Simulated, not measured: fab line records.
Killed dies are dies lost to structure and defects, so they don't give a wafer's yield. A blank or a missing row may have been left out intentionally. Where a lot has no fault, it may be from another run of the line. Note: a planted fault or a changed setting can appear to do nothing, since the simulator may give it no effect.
A lot that was struck, set against a sound lot	flow nand_harc	13 out of 1159 route steps
Sound: the wafers L319.1, L319.3, L319.5. Wafers L336.1, L336.3, L336.5 were the ones struck. The cause is given at the end.
Order at every step that has rows: each side's tool, ch and its chambers, its first start. Under that, the readings that differ: sound wafers	struck wafers	difference of the means	sigmas: that difference in standard deviations of wafers without a fault.
alike: readings whose means differ by less than 2 such deviations, and words and numbers that are the same on both sides. not compared: withheld readings, readings that some wafer has no value for, bounds like >300 that may hide the same value, and numbers for which the record gives no deviation and whose values overlap.
A row with sigmas, a row that says differs or no value, or rows on one side alone: a step with any of these is where the two part. Numbers that have no deviation but don't overlap get no sigmas and don't part them. A reading missing from all wafers of one side parts the sides only when that side holds two or more wafers.

first, 2 steps without rows for these wafers: NHARC_A_STAIRCASE_HARDBAKE_185 (time 140 s); NHARC_A_STAIRCASE_DESCUM_186 (chemistry O2, time 3 s).
NHARC_A_STAIRCASE_TRIM_187: chemistry O2, time 211.2 s.
  sound on rie_diel-06 ch 0,3, day 10 09:43; struck on rie_diel-13 ch 0,3, day 14 19:02
  alike: chamber_pressure_mTorr, drypump_motor_current_A, oes_product_au, rf_vpp_V, showerhead_plenum_p_Torr, throttle_valve_pct
  not compared: rf_hours_counter_h
then, 1 step without rows for these wafers: NHARC_A_STAIRCASE_ETCH_188 (etches the open film in C4F8/O2, target depth 100 nm, time 40.5 s).
NHARC_A_STAIRCASE_TRIM_189: chemistry O2, time 211.2 s.
  sound on rie_diel-06 ch 0,1; struck on rie_diel-13 ch 1,3
  alike: chamber_pressure_mTorr, drypump_motor_current_A, oes_product_au, rf_vpp_V, showerhead_plenum_p_Torr, throttle_valve_pct
  not compared: rf_hours_counter_h
NHARC_A_STAIRCASE_ETCH_190: etches the open film in C4F8/O2, target depth 100 nm, time 40.5 s.
  sound on rie_diel-06 ch 1,3; struck on rie_diel-13 ch 0,1
  alike: oes_product_au, rf_vpp_V
  not compared: rf_hours_counter_h
NHARC_A_STAIRCASE_TRIM_191: chemistry O2, time 211.2 s.
  sound on rie_diel-06 ch 0,1; struck on rie_diel-13 ch 0,1
  alike: chamber_pressure_mTorr, drypump_motor_current_A, oes_product_au, rf_vpp_V, showerhead_plenum_p_Torr, throttle_valve_pct
  not compared: rf_hours_counter_h
NHARC_A_STAIRCASE_ETCH_192: etches the open film in C4F8/O2, target depth 100 nm, time 40.5 s.
  sound on rie_diel-06 ch 0,1; struck on rie_diel-13 ch 0,1,3
  alike: oes_product_au, rf_vpp_V
  not compared: rf_hours_counter_h
then, 2 steps without rows for these wafers: NHARC_A_STAIRCASE_TRIM_193 (chemistry O2, time 211.2 s); NHARC_A_STAIRCASE_ETCH_194 (etches the open film in C4F8/O2, target depth 100 nm, time 40.5 s).
NHARC_A_STAIRCASE_TRIM_196: chemistry O2, time 211.2 s.
  sound on rie_diel-07 ch 1,2, day 10 10:57; struck on rie_diel-07 ch 1,2,3, day 14 20:19
  no value came back on the struck wafers for any of 7 readings (bias_w (W), chamber_pressure_mTorr (mTorr) and others); on the sound wafers bias_w (W) reads 0 0 0
  not compared: rf_hours_counter_h
then, 1 step without rows for these wafers: NHARC_A_STAIRCASE_ETCH_197 (etches the open film in C4F8/O2, target depth 100 nm, time 40.5 s).
-- the record jumps here: 9 days lie between the struck wafers' starts before and after (it left off in module A_STAIRCASE and takes up again in module END, whose first step shown is number 1159 of the route) --
NHARC_END_SORT_01:
  sound on prober-02 ch 0, day 19 02:26; struck on prober-02 ch 0, day 23 20:20
reading	sound	struck	difference	sigmas
hold	- - -	await_dispo/2.1h/scrap await_dispo/2.1h/scrap await_dispo/2.1h/scrap	no value on the sound wafers	
killed_at_array	17 14 16	675 672 671	+657	+84
killed_dies	22 19 19	677 677 677	+657	+80
  alike: killed_at_other, killed_at_periphery, killed_open, killed_short

== WHERE THEY PART ==
Earliest at NHARC_A_STAIRCASE_TRIM_196; latest, in this record, at NHARC_END_SORT_01.

WHY: what had been put in by the simulator
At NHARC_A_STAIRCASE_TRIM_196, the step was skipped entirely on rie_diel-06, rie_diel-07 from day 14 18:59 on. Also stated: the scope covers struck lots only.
